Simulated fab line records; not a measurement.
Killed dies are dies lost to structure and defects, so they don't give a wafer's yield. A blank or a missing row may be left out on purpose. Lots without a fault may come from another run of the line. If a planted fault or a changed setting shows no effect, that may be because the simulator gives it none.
fab line records | flow nandHarc
record: lots: 6 wafers: 18 lastDay: 25
route steps=1159 shown A_M0@1019 A_M1@1026 END@1159
lots with no fault: from the same line, run without faults
startH: hours from the record's first day to the start of the lot's first wafer shown | waitH: hours from the lot's prior step to this one | " unchanged from the row above | L1.1+2: several wafers, shown together as one row | - no value, or no start was given | * or withheld: withheld | < > ~ a bound
route shown NAME@n: a module of which the file shows steps, and the number in the route of the first | usual: mean/standard deviation taken from wafers without a fault | same: alike in all rows | chamber/n: place in a boat | sites: readings site by site | _std_site: the standard deviation of these | _edge_site: outer sites' mean less inner sites' | radiusMm: for every site, how far away it sits from the centre of the wafer | mask NAME#n: copy n | behind: the most recent tool/chamber to have shaped the wafer | hold: why the lot was held/for how many hours/how that ended | device: which transistor (n, p or np) failed to switch | end of line: the route-end tests of the same wafers | where a step has no rows: the recipe by itself | killed: the dies lost at the first sort to structure and to defects; this is not the yield of the wafer | map: shows each die of a wafer: x if killed, . if not, _ if none is there
set.NAME: the setting as run; set.NAME@STEP: as run at that earlier step | model.NAME: the simulator's own value behind a step, which no gauge read
lots seen at some steps along the route; tables by step, rows by wafer
services: the hour from which a tool's chamber was out of use, counted from the record's first day as startH (under 0 if before that day), plus the number of hours and why
== steps ==
step: NHARC_A_M0_CMP_23
recipe: tOverpolishS: 20 targetThkNm: 113.75
usual: motorCurrentA: 12.6/1.5 timeToEndpointS: 28.0/2.9
columns lot.wafer tool chamber startH waitH motorCurrentA timeToEndpointS
L517.2 cmp-04 1 406.69 - 15.5 29.2
L517.3 " 2 " " 14.0 31.2
L517.6 " 3 " " 13.8 33.8
L520.3 cmp-04 2 415.99 - 13.6 32.1
L520.2 " 0 " " 12.7 26.7
L520.5 " 2 " " 13.4 29.5
L521.3 cmp-04 2 444.32 - 14.5 30.5
L521.1 " 3 " " 13.1 31.3
L521.5 " 1 " " 15.1 31.7
L524.4 cmp-01 3 477.91 - 11.9 25.0
L524.2 " 1 " " 11.3 25.9
L524.5 " 3 " " 13.1 25.2
L531.3 cmp-03 0 505.10 - 13.5 30.0
L531.6 " 2 " " 15.0 26.7
L531.5 " 3 " " 12.3 29.7
L534.4 cmp-04 0 516.17 - 13.1 29.0
L534.5 " 1 " " 15.4 29.6
L534.6 " 2 " " 13.5 27.8
step: NHARC_A_M0_THK_MEAS_24
recipe: thkMeasGauge: xrf
usual: thkNm: 113.8/1.6
columns lot.wafer tool chamber startH waitH thkNm
L517.2 filmMetro-01 - 406.95 - 115.0
L517.3 " - " " 115.2
L517.6 " - " " 116.3
L520.2 filmMetro-02 - 416.28 - 112.4
L520.3 " - " " 114.7
L520.5 " - " " 113.0
L521.1 filmMetro-02 - 444.58 - 113.9
L521.3 " - " " 113.0
L521.5 " - " " 113.2
L524.2 filmMetro-01 - 478.23 - 113.5
L524.4 " - " " 112.2
L524.5 " - " " 109.9
L531.3 filmMetro-01 - 505.37 - 112.7
L531.5 " - " " 115.0
L531.6 " - " " 113.8
L534.4 filmMetro-01 - 516.40 - 112.7
L534.5 " - " " 112.8
L534.6 " - " " 113.1
step: NHARC_A_M0_SRD_25
step: NHARC_A_M0_INSPECT_27
usual: rawDefectCount: 457/140
columns lot.wafer tool chamber startH waitH rawDefectCount
L517.2 defectInspect-01 - 407.17 0.0 642
L517.3 " - " " 317
L517.6 " - " " 602
L520.2 defectInspect-01 - 416.44 0.0 304
L520.3 " - " " 277
L520.5 " - " " 373
L521.1 defectInspect-02 - 444.73 0.0 387
L521.3 " - " " 315
L521.5 " - " " 355
L524.2 defectInspect-02 - 478.39 0.0 436
L524.4 " - " " 505
L524.5 " - " " 529
L531.3 defectInspect-01 - 505.53 0.0 388
L531.5 " - " " 590
L531.6 " - " " 401
L534.4 defectInspect-01 - 516.56 0.0 427
L534.5 " - " " 578
L534.6 " - " " 458
step: NHARC_A_M0_PRE_CLEAN_31
recipe: timeS: 12 tempC: 370 rfPowerW: 300 gas: NH3
usual: heaterPowerW: 609/120
columns lot.wafer tool chamber startH waitH heaterPowerW
L517.2 pecvd-02 0 407.24 0.1 690
L517.3 " 1 " " 663
L517.6 " 2 " " 449
L520.2 pecvd-04 0 416.50 0.1 422
L520.3 " 1 " " 836
L520.5 " 2 " " 567
L521.1 pecvd-04 1 444.80 0.1 739
L521.3 " 0 " " 445
L521.5 " 2 " " 505
L524.2 pecvd-02 2 478.46 0.1 468
L524.5 " 0 " " 650
L524.4 " 1 " " 613
L531.3 pecvd-04 0 505.61 0.1 454
L531.5 " 0 " " 466
L531.6 " 1 " " 856
L534.5 pecvd-04 1 516.97 0.4 774
L534.4 " 2 " " 495
L534.6 " 0 " " 496
step: NHARC_A_M0_DEP_32
recipe: targetThkA: 300 tempC: 370 targetThkNm: 30 pressureTorr: 3 flowSccm: 200 rfW: 450 material: SiCN
usual: chamberPressureTorr: 2.999/0.0065 heaterPowerW: 561/120 showerheadVppV: 1335/90
columns lot.wafer tool chamber startH waitH chamberPressureTorr heaterPowerW showerheadVppV
L517.2 pecvd-02 0 407.32 0.1 3.001 638 1449
L517.3 " 1 " " 3.002 635 1310
L517.6 " 2 " " 3.012 439 1506
L520.2 pecvd-04 0 416.58 0.1 3.004 468 1280
L520.3 " 1 " " 2.992 790 1245
L520.5 " 2 " " 2.995 465 1358
L521.1 pecvd-04 1 444.88 0.1 3.000 732 1241
L521.3 " 0 " " 2.995 448 1258
L521.5 " 2 " " 3.001 487 1372
L524.2 pecvd-02 2 478.53 0.1 2.999 465 1493
L524.5 " 0 " " 2.996 644 1437
L524.4 " 1 " " 3.005 645 1303
L531.3 pecvd-04 0 505.72 0.1 2.990 434 1261
L531.5 " 0 " " 2.994 423 1275
L531.6 " 1 " " 2.998 805 1222
L534.5 pecvd-04 1 517.14 0.2 2.993 815 1262
L534.4 " 2 " " 3.006 504 1376
L534.6 " 0 " " 2.995 381 1260
step: NHARC_A_M1_DEP_00
recipe: targetThkA: 1825 targetThkNm: 182.5 tempC: withheld pressureTorr: 5 flowSccm: 200 rfW: 600 material: SiOC
step: NHARC_A_M1_DEHYDRATE_01
recipe: tempC: 150 timeS: 120
step: NHARC_A_M1_HMDS_02
recipe: timeS: 30
step: NHARC_A_M1_COAT_34
recipe: tempC: 200 timeS: 65
step: NHARC_A_M1_COAT_03
recipe: spinRpm: 1500 resistThkNm: 90
step: NHARC_A_M1_SOFTBAKE_04
recipe: tempC: 105 timeS: 55
usual: heaterPowerTotalW: 188.45/0.13
columns lot.wafer tool chamber startH waitH heaterPowerTotalW
L517.2 lithoTrack-06 0 408 - 188.29
L517.3 " 0 " " 188.72
L517.6 " 0 " " 188.67
L520.2 lithoTrack-01 0 417 - 188.36
L520.3 " 0 " " 188.68
L520.5 " 0 " " 188.43
L521.1 lithoTrack-06 0 445 - 192.05
L521.3 " 0 " " 191.91
L521.5 " 0 " " 192.31
L524.2 lithoTrack-06 0 479 - 191.91
L524.4 " 0 " " 191.87
L524.5 " 0 " " 192.05
L531.3 lithoTrack-01 0 506 - 188.55
L531.5 " 0 " " 188.70
L531.6 " 0 " " 188.58
L534.4 lithoTrack-01 0 517 - 188.60
L534.5 " 0 " " 188.43
L534.6 " 0 " " 188.37
step: NHARC_A_M1_EBR_05
step: NHARC_END_SORT_01
recipe: tempC: 25
usual: defectLimitedYield: 95.6/1.6 killedAtArray: 26/11 killedAtOther: 0.4/0.78 killedAtPeriphery: 3.4/2.4 killedDies: 29/11 killedOpen: 3.1/1.9 killedShort: 1.9/1.4 sort_bin_2_pct: 1.3/0.63 sort_bin_3_pct: 0.20/0.18 sort_bin_4_pct: 2.8/1.1 sortNPass: 648/11 sortRimYieldPct: 95/3.4 sortYieldPct: 95.6/1.6
same: grossDies: 677 sort_bin_5_pct[%]: 0 sort_bin_6_pct[%]: 0 sort_bin_7_pct[%]: 0 sort_bin_8_pct[%]: 0 sortRimNGross: 106.00
columns lot.wafer tool chamber startH waitH defectLimitedYield[%] killedAtArray killedAtOther killedAtPeriphery killedDies killedOpen killedShort sort_bin_2_pct[%] sort_bin_3_pct[%] sort_bin_4_pct[%] sortNPass sortRimYieldPct[%] sortYieldPct[%]
L534.4 prober-02 0 597.35 7.1 94.1 40 0 0 40 3 2 1.3 0.44 4.1 637 94 94.1
L534.5 prober-02 0 598.15 7.4 95.4 26 0 5 31 2 2 1.6 0.44 2.5 646 88 95.4
L534.6 prober-02 0 598.95 7.7 91.1 56 0 4 60 2 1 2.2 0.15 6.5 617 97 91.1
killed by level:class
L534.4 A_CHANNEL_HOLE_D1:chamberFilmFlake=23 A_SLIT:chamberFilmFlake=7 A_CONTACT:chamberFilmFlake=4 A_CONTACT:geometricParticle:open=2 A_ONON_D1:geometricParticle:short=1 A_WL_FILL:geometricParticle:open=1 A_BLC:geometricParticle:short=1 A_M0:chamberFilmFlake=1
L534.5 A_CHANNEL_HOLE_D1:chamberFilmFlake=15 A_SLIT:chamberFilmFlake=6 P_CONTACT:geometricParticle:open=2 A_WL_FILL:geometricParticle:short=2 P_M2:chamberFilmFlake=2 A_CONTACT:chamberFilmFlake=2 P_GATE:chamberFilmFlake=1 A_STAIRCASE:chamberFilmFlake=1
L534.6 A_CHANNEL_HOLE_D1:chamberFilmFlake=23 A_SLIT:chamberFilmFlake=23 A_M0:chamberFilmFlake=3 A_CONTACT:chamberFilmFlake=3 A_STAIRCASE:chamberFilmFlake=2 P_M2:geometricParticle:open=1 A_WL_FILL:geometricParticle:short=1 A_M0:geometricParticle:open=1
== services ==
columns tool chamber startH hours kind
pecvd-04 0 389.00 - clean
pecvd-04 1 389.00 - clean
pecvd-04 2 389.00 - clean
cmp-04 - 399.01 4.0 pm
cmp-04 - 403.01 - consumableReplace:conditioner
cmp-04 - 403.01 - consumableReplace:pad
cmp-03 - 415.81 1.8 repair
lithoTrack-01 - 420.10 - consumableReplace:filter
cmp-04 - 425.27 0.3 repair
cmp-04 - 435.83 1.7 repair
lithoTrack-01 - 443.00 7.0 pm
cmp-03 - 450.00 4.0 pm
cmp-03 - 454.00 - consumableReplace:conditioner
cmp-03 - 456.41 2.1 repair
lithoTrack-06 - 467.00 7.0 pm
cmp-01 - 473.85 4.0 pm
cmp-04 - 497.01 4.0 pm
cmp-04 - 501.01 - consumableReplace:conditioner
cmp-04 - 501.01 - consumableReplace:pad
cmp-01 - 513.67 6.6 repair
pecvd-02 - 515.28 13.0 pm
pecvd-02 0 515.28 13.0 ventCycle
pecvd-02 1 515.28 13.0 ventCycle
pecvd-02 2 515.28 13.0 ventCycle
== key ==
firstSign: step: NHARC_A_M1_SOFTBAKE_04 reading: heaterPowerTotalW direction: up sigmas: 27 usual: * struck: *
effect none on later readings
metAt NHARC_A_M1_SOFTBAKE_04
struckWafers L521.1,L521.3,L521.5,L524.2,L524.4,L524.5
fault: kind: processParameterDrift tool: lithoTrack-06 chamber: - onsetH: 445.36 steps: NHARC_A_M1_SOFTBAKE_04 channel: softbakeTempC offset: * shape: step endH: 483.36 actsIn: * stated: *
